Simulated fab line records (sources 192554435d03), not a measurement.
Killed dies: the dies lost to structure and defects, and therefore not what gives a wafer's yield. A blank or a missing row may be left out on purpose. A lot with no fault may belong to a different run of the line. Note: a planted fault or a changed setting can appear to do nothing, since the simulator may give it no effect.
Which tool did it? + flow n5Finfet + Sampling: 8 lots, 23 wafers, 7 of 1938 route steps

## WHAT THE GAUGES READ, wafer by wafer
N5_BEOL_M4_RC_MEAS_101. Usual: DIBL_N 36.1 mV/V, standard deviation 2.3; DIBL_P 36 mV/V, standard deviation 3.2; IOFF_N 0.16 nA/um, standard deviation 0.045; IOFF_P 0.21 nA/um, standard deviation 0.049; ION_N 674 uA/um, standard deviation 14; ION_P 462 uA/um, standard deviation 8.4; SS_N 71.6 mV/dec, standard deviation 0.83; SS_P 73.2 mV/dec, standard deviation 0.87; VT_N 249 mV, standard deviation 3.8; VT_P -250 mV, standard deviation 3.4.
| lot  | measured     | on        | DIBL_N (mV/V)  | DIBL_P (mV/V) | IOFF_N (nA/um) | IOFF_P (nA/um) | ION_N (uA/um) | ION_P (uA/um) | SS_N (mV/dec)  | SS_P (mV/dec)  | VT_N (mV)   | VT_P (mV)      | flag |
|------|--------------|-----------|----------------|---------------|----------------|----------------|---------------|---------------|----------------|----------------|-------------|----------------|------|
| L980 | day 12 02:29 | prober-01 | 36.3 33.2 36.7 | 33 30 35      | 0.14 0.10 0.14 | 0.18 0.15 0.21 | 650 672 682   | 449 459 470   | 71.9 71.6 72.0 | 72.9 72.3 73.0 | 254 255 253 | -250 -253 -250 |      |
| L979 | day 12 07:51 | prober-01 | 33.3 34.5      | 35 36         | 0.12 0.13      | 0.19 0.23      | 655 664       | 460 464       | 70.6 70.5      | 73.0 72.7      | 254 249     | -250 -244      |      |
| L986 | day 12 22:52 | prober-02 | 34.9 36.0 34.8 | 34 36 33      | 0.12 0.14 0.12 | 0.15 0.19 0.15 | 652 668 645   | 444 456 439   | 70.7 71.9 70.9 | 71.9 73.5 72.9 | 253 251 254 | -255 -255 -257 |      |
| L988 | day 13 15:51 | prober-01 | 33.8 34.2 34.2 | 34 34 34      | 0.16 0.14 0.15 | 0.22 0.21 0.21 | 667 662 684   | 462 460 474   | 71.5 71.5 71.1 | 73.0 72.4 73.1 | 248 250 248 | -248 -249 -249 |      |
| L985 | day 13 23:03 | prober-02 | 37.8 42.2 36.9 | 38 44 37      | 0.18 0.31 0.17 | 0.23 0.34 0.22 | 684 692 694   | 470 471 468   | 72.6 73.7 71.5 | 73.9 76.2 73.5 | 251 243 246 | -250 -247 -250 |      |
| L995 | day 15 19:12 | prober-01 | 34.4 35.0 35.4 | 36 37 37      | 0.14 0.14 0.15 | 0.16 0.19 0.19 | 672 678 676   | 458 466 465   | 71.9 72.0 72.3 | 72.9 73.1 73.5 | 251 254 251 | -255 -256 -253 |      |
| L998 | day 15 22:50 | prober-02 | 37.6 39.2 36.5 | 38 41 37      | 0.17 0.21 0.15 | 0.20 0.28 0.20 | 673 674 675   | 458 466 462   | 71.3 72.2 71.2 | 73.8 75.1 73.9 | 248 249 248 | -252 -249 -254 |      |
| L100 | day 16 04:26 | prober-02 | 39.9 36.0 35.4 | 39 34 33      | 0.22 0.14 0.13 | 0.24 0.17 0.17 | 707 661 670   | 474 450 460   | 72.3 70.8 70.4 | 74.2 73.0 72.0 | 244 250 251 | -250 -252 -248 |      |

N5_BEOL_M14_THK_MEAS_50: measures by xrf. Usual: for M14_THK the level is 563 nm and the standard deviation is 22.
| lot  | measured     | on           | M14_THK (nm) | flag |
|------|--------------|--------------|--------------|------|
| L980 | day 15 16:20 | filmMetro-02 | 552 567 528  |      |
| L979 | day 15 12:01 | filmMetro-02 | 590 542      |      |
| L986 | day 16 23:04 | filmMetro-02 | 577 608 578  |      |
| L988 | day 18 04:58 | filmMetro-01 | 980 560 572  | OFF  |
| L985 | day 17 23:08 | filmMetro-01 | 571 522 566  |      |
| L995 | day 19 17:31 | filmMetro-01 | 572 585 604  |      |
| L998 | day 20 07:37 | filmMetro-01 | 565 589 543  |      |
| L100 | day 20 03:04 | filmMetro-01 | 578 562 563  |      |

N5_BEOL_M14_INSPECT_55: inspects for defects (darkfield). Usual: rawDefectCount reads 66 (standard deviation 19).
| lot  | measured     | on               | rawDefectCount | flag |
|------|--------------|------------------|----------------|------|
| L980 | day 15 16:29 | defectInspect-02 | 34 39 72       |      |
| L979 | day 15 12:10 | defectInspect-01 | 49 56          |      |
| L986 | day 16 23:14 | defectInspect-01 | 83 61 68       |      |
| L988 | day 18 05:08 | defectInspect-02 | 6459 64 57     | OFF  |
| L985 | day 17 23:25 | defectInspect-02 | 67 83 96       |      |
| L995 | day 19 17:40 | defectInspect-02 | 66 73 50       |      |
| L998 | day 20 07:46 | defectInspect-01 | 37 80 76       |      |
| L100 | day 20 03:13 | defectInspect-01 | 61 52 56       |      |

## TOOL THAT RAN EACH LOT (tool first, then ch and the chambers of the sampled wafers, then the start)
| lot  | N5_BEOL_M14_ETCH_67               | N5_BEOL_M14_ETCH_68               | N5_BEOL_M14_CMP_49            | N5_BEOL_M14_DEP_53              |
|------|-----------------------------------|-----------------------------------|-------------------------------|---------------------------------|
| L980 | rieDiel-01 ch 1,2,3, day 15 13:49 | rieDiel-01 ch 1,2,3, day 15 13:58 | cmp-02 ch 0,1, day 15 16:02   | pecvd-03 ch 0,1, day 15 16:24   |
| L979 | rieDiel-04 ch 0,3, day 15 08:21   | rieDiel-04 ch 0,3, day 15 08:30   | cmp-04 ch 0,1, day 15 11:46   | pecvd-03 ch 1,2, day 15 12:05   |
| L986 | rieDiel-03 ch 0,1, day 16 17:14   | rieDiel-03 ch 0,1, day 16 17:23   | cmp-03 ch 1,2,3, day 16 22:51 | pecvd-02 ch 0,1,2, day 16 23:08 |
| L988 | rieDiel-01 ch 0,2,3, day 18 02:06 | rieDiel-01 ch 0,2,3, day 18 02:15 | cmp-03 ch 0,1, day 18 04:40   | pecvd-04 ch 2, day 18 05:02     |
| L985 | rieDiel-01 ch 0,2,3, day 17 20:13 | rieDiel-01 ch 0,2,3, day 17 20:22 | cmp-03 ch 0,1,2, day 17 22:55 | pecvd-02 ch 0, day 17 23:17     |
| L995 | rieDiel-03 ch 0,1,2, day 19 13:41 | rieDiel-03 ch 0,1,2, day 19 13:50 | cmp-04 ch 1,2, day 19 17:13   | pecvd-04 ch 0,2, day 19 17:35   |
| L998 | rieDiel-03 ch 0,1,3, day 20 04:55 | rieDiel-03 ch 0,1,3, day 20 05:04 | cmp-02 ch 0,1,2, day 20 07:19 | pecvd-04 ch 1,2, day 20 07:40   |
| L100 | rieDiel-03 ch 1,2, day 19 22:41   | rieDiel-03 ch 1,2, day 19 22:50   | cmp-04 ch 0,2,3, day 20 02:48 | pecvd-04 ch 0,1,2, day 20 03:07 |
- N5_BEOL_M14_ETCH_67: etches SiARC in CF4, target depth 143 nm, time 238.3 s.
- N5_BEOL_M14_ETCH_68: etches SOC in N2/H2, time 450 s.
- N5_BEOL_M14_CMP_49: polishes, stops on SiO2, t overpolish 5.2 s, target thk 560 nm.
- N5_BEOL_M14_DEP_53: deposits SiCN from 3MS/NH3, target thk 50 nm, time 17.8 s.

## AS READ BY THE TOOLS THEMSELVES (means over the sampled wafers that have a number; for cases with no such wafer, the mark the record gives instead)
N5_BEOL_M14_ETCH_67. Usual: for drypumpMotorCurrentA, 5.68 A with a standard deviation of 0.19; for etchRfOnTimeS, 239 s with a standard deviation of 8.8; for mfcArSccm, 100.1 sccm with a standard deviation of 0.3; for oesProductAu, 0.68 a.u. with a standard deviation of 0.073; for rfVppV, 183.6 V with a standard deviation of 1.1; for showerheadPlenumPTorr, 2.10 Torr with a standard deviation of 0.059; for throttleValvePct, 15.64 % with a standard deviation of 0.27.
| lot  | tool       | drypumpMotorCurrentA (A) | etchRfOnTimeS (s) | mfcArSccm (sccm) | oesProductAu (a.u.) | rfVppV (V) | showerheadPlenumPTorr (Torr) | throttleValvePct (%) | flag |
|------|------------|--------------------------|-------------------|------------------|---------------------|------------|------------------------------|----------------------|------|
| L980 | rieDiel-01 | 5.67                     | 246               | 100.3            | 0.66                | 183.6      | 2.15                         | 15.71                |      |
| L979 | rieDiel-04 | 5.56                     | 239               | 100.2            | 0.66                | 184.2      | 2.13                         | 15.87                |      |
| L986 | rieDiel-03 | 5.69                     | 233               | 99.9             | 0.69                | 183.2      | 2.06                         | 15.65                |      |
| L988 | rieDiel-01 | 5.76                     | 241               | 99.8             | 0.65                | 183.5      | 2.09                         | 15.75                |      |
| L985 | rieDiel-01 | 5.74                     | 241               | 99.9             | 0.65                | 182.8      | 2.09                         | 15.74                |      |
| L995 | rieDiel-03 | 5.76                     | 232               | 100.2            | 0.72                | 184.2      | 2.10                         | 15.52                |      |
| L998 | rieDiel-03 | 5.66                     | 239               | 100.2            | 0.64                | 183.0      | 2.05                         | 15.66                |      |
| L100 | rieDiel-03 | 5.83                     | 239               | 100.1            | 0.67                | 183.4      | 2.08                         | 15.71                |      |

N5_BEOL_M14_ETCH_68. Usual: drypumpMotorCurrentA 5.68 A, standard deviation 0.19; oesProductAu 0.79 a.u., standard deviation 0.081; rfVppV 522.7 V, standard deviation 2.4; showerheadPlenumPTorr 2.49 Torr, standard deviation 0.083; throttleValvePct 17.8 %, standard deviation 0.31.
| lot  | tool       | drypumpMotorCurrentA (A) | oesProductAu (a.u.) | rfVppV (V) | showerheadPlenumPTorr (Torr) | throttleValvePct (%) | flag |
|------|------------|--------------------------|---------------------|------------|------------------------------|----------------------|------|
| L980 | rieDiel-01 | 5.69                     | 0.79                | 524.7      | 2.55                         | 17.9                 |      |
| L979 | rieDiel-04 | 5.55                     | 0.77                | 524.2      | 2.54                         | 18.0                 |      |
| L986 | rieDiel-03 | 5.69                     | 0.79                | 521.3      | 2.43                         | 17.8                 |      |
| L988 | rieDiel-01 | 5.75                     | 0.76                | 521.2      | 2.47                         | 17.9                 |      |
| L985 | rieDiel-01 | 5.74                     | 0.78                | 521.2      | 2.47                         | 17.9                 |      |
| L995 | rieDiel-03 | 5.75                     | 0.83                | 522.5      | 2.49                         | 17.6                 |      |
| L998 | rieDiel-03 | 5.65                     | 0.74                | 520.8      | 2.41                         | 17.7                 |      |
| L100 | rieDiel-03 | 5.85                     | 0.78                | 522.3      | 2.47                         | 17.8                 |      |

N5_BEOL_M14_CMP_49. Usual: barrierFieldEndpointS 11.4 s, standard deviation 0.31; motorCurrentA 8.3 A, standard deviation 0.6; overpolishRunS 5.200 s, standard deviation 0.0099; timeToEndpointS 121 s, standard deviation 5.5.
| lot  | tool   | barrierFieldEndpointS (s) | motorCurrentA (A) | overpolishRunS (s) | timeToEndpointS (s) | flag |
|------|--------|---------------------------|-------------------|--------------------|---------------------|------|
| L980 | cmp-02 | 11.4                      | 8.5               | 5.191              | 123                 |      |
| L979 | cmp-04 | 11.6                      | 7.5               | 5.198              | 125                 |      |
| L986 | cmp-03 | 11.3                      | 8.3               | 5.192              | 117                 |      |
| L988 | cmp-03 | 15.2                      | 8.5               | 4.411              | 133                 | OFF  |
| L985 | cmp-03 | 11.4                      | 8.5               | 5.201              | 122                 |      |
| L995 | cmp-04 | 11.5                      | 8.2               | 5.204              | 127                 |      |
| L998 | cmp-02 | 11.3                      | 8.2               | 5.194              | 119                 |      |
| L100 | cmp-04 | 11.3                      | 8.0               | 5.206              | 118                 |      |

N5_BEOL_M14_DEP_53. Usual: showerheadPlenumPTorr 4.157 Torr, standard deviation 0.019; throttleValvePct 18.5 %, standard deviation 1.4.
| lot  | tool     | showerheadPlenumPTorr (Torr) | throttleValvePct (%) | flag |
|------|----------|------------------------------|----------------------|------|
| L980 | pecvd-03 | 4.143                        | 19.0                 |      |
| L979 | pecvd-03 | 4.131                        | 17.9                 |      |
| L986 | pecvd-02 | 4.146                        | 17.7                 |      |
| L988 | pecvd-04 | 4.145                        | 16.7                 |      |
| L985 | pecvd-02 | 4.153                        | 17.2                 |      |
| L995 | pecvd-04 | 4.165                        | 19.1                 |      |
| L998 | pecvd-04 | 4.155                        | 18.3                 |      |
| L100 | pecvd-04 | 4.164                        | 19.2                 |      |

## THE ANSWER, worked out from the rows above alone
Rule: a lot counts as off when the mean over its wafers that have a number is more than 3 standard deviations away from the usual mean. A lot without any number at a reading at which 4 lots or more have one is off too. All remaining lots with rows at the step are treated as sound. After the gauges, taken in route order, come the tools' own readings; for these a lot's mean is taken, as printed above. At the first step where some lot is off, the reading lying furthest off is the one used; lots without a number count as furthest.
Off: L988, seen at N5_BEOL_M14_THK_MEAS_50 (M14_THK).
A tool fits if, at a process step before that reading, it ran every lot that is off, and no sound lot after the first of them. The gauges at N5_BEOL_M14_THK_MEAS_50 aren't tried: what is off there is off at N5_BEOL_M14_INSPECT_55 too, on other tools, and a gauge's error can't cause that. 2 tools fit, rieDiel-01 at N5_BEOL_M14_ETCH_67 and N5_BEOL_M14_ETCH_68 and cmp-03 at N5_BEOL_M14_CMP_49, so this cannot tell which one it is.

## WHAT THE SIMULATOR HAD PUT IN
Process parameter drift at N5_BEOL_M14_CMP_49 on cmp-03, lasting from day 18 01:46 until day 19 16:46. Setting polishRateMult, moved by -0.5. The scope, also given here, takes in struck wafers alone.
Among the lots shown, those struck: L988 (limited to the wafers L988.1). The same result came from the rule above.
